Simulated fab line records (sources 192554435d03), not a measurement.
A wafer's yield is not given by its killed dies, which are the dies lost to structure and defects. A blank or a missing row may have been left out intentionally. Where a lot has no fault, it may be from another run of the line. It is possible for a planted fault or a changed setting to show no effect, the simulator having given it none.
Chamber matching | flow n5 finfet | rie diel-04 running N5_BEOL_M4_ETCH_74: 4 sister chambers
The step etches underlayer in N2/H2, target depth 6.5 nm, time 5.2 s. 16 wafers are shown with their chamber, then 8 later ones without.

WAFERS WITH THEIR CHAMBER
wafer  | chamber | showerhead plenum p Torr (Torr) | drypump motor current A (A) | throttle valve pct (%)
L075.1 | 2       | 2.63                            | 5.6                         | 18.18
L075.5 | 0       | 2.47                            | 5.5                         | 17.50
L075.6 | 2       | 2.63                            | 5.6                         | 18.19
L077.1 | 2       | 2.63                            | 5.6                         | 18.19
L077.5 | 2       | 2.63                            | 5.6                         | 18.18
L077.6 | 3       | 2.69                            | 5.7                         | 17.82
L078.3 | 3       | 2.69                            | 5.7                         | 17.83
L078.4 | 1       | 2.70                            | 6.2                         | 17.87
L078.6 | 0       | 2.46                            | 5.5                         | 17.52
L080.1 | 0       | 2.46                            | 5.5                         | 17.50
L080.3 | 3       | 2.68                            | 5.6                         | 17.85
L080.5 | 0       | 2.46                            | 5.5                         | 17.52
L081.1 | 3       | 2.68                            | 5.7                         | 17.84
L081.4 | 0       | 2.46                            | 5.5                         | 17.52
L081.6 | 2       | 2.62                            | 5.6                         | 18.22
L082.1 | 1       | 2.70                            | 6.2                         | 17.90

SIGNATURES (averages over the wafers above)
reading                  | chamber 0 | chamber 1 | chamber 2 | chamber 3 | scatter within a chamber
showerhead plenum p Torr | 2.4620    | 2.7000    | 2.6280    | 2.6850    | 0.00465
drypump motor current A  | 5.500     | 6.200     | 5.600     | 5.675     | 0.025
throttle valve pct       | 17.5120   | 17.8850   | 18.1920   | 17.8350   | 0.0145
Rule: for each reading, subtract the chamber's mean from the wafer's reading, divide by that reading's scatter and square the result; add these up over the readings and take the root, which gives the wafer's distance from the chamber. If the next closest chamber is less than 2 further off than the closest, the wafer can't be placed; otherwise it belongs to the closest. How the scatter is found: for the shown wafers, subtract from each reading the mean of its chamber, square and add these, divide the total by (wafers less chambers), then take the root.

WAFERS MISSING THEIR CHAMBER
wafer  | showerhead plenum p Torr (Torr) | drypump motor current A (A) | throttle valve pct (%)
L082.4 | 2.62                            | 5.6                         | 18.21
L082.5 | 2.62                            | 5.6                         | 18.23
L088.1 | 2.68                            | 5.7                         | 17.82
L088.2 | 2.46                            | 5.5                         | 17.54
L088.6 | 2.46                            | 5.5                         | 17.52
L095.2 | 2.61                            | 5.6                         | 18.22
L095.3 | 2.45                            | 5.5                         | 17.56
L095.6 | 2.69                            | 6.2                         | 17.92

WHICH CHAMBER EACH WENT THROUGH
wafer  | from the rows above | in truth
L082.4 | 2                   | 2
L082.5 | 2                   | 2
L088.1 | 3                   | 3
L088.2 | 0                   | 0
L088.6 | 0                   | 0
L095.2 | 2                   | 2
L095.3 | 0                   | 0
L095.6 | 1                   | 1
Correctly placed: 8 of 8. Can't be placed from these rows: 0. 0 placed wrongly.
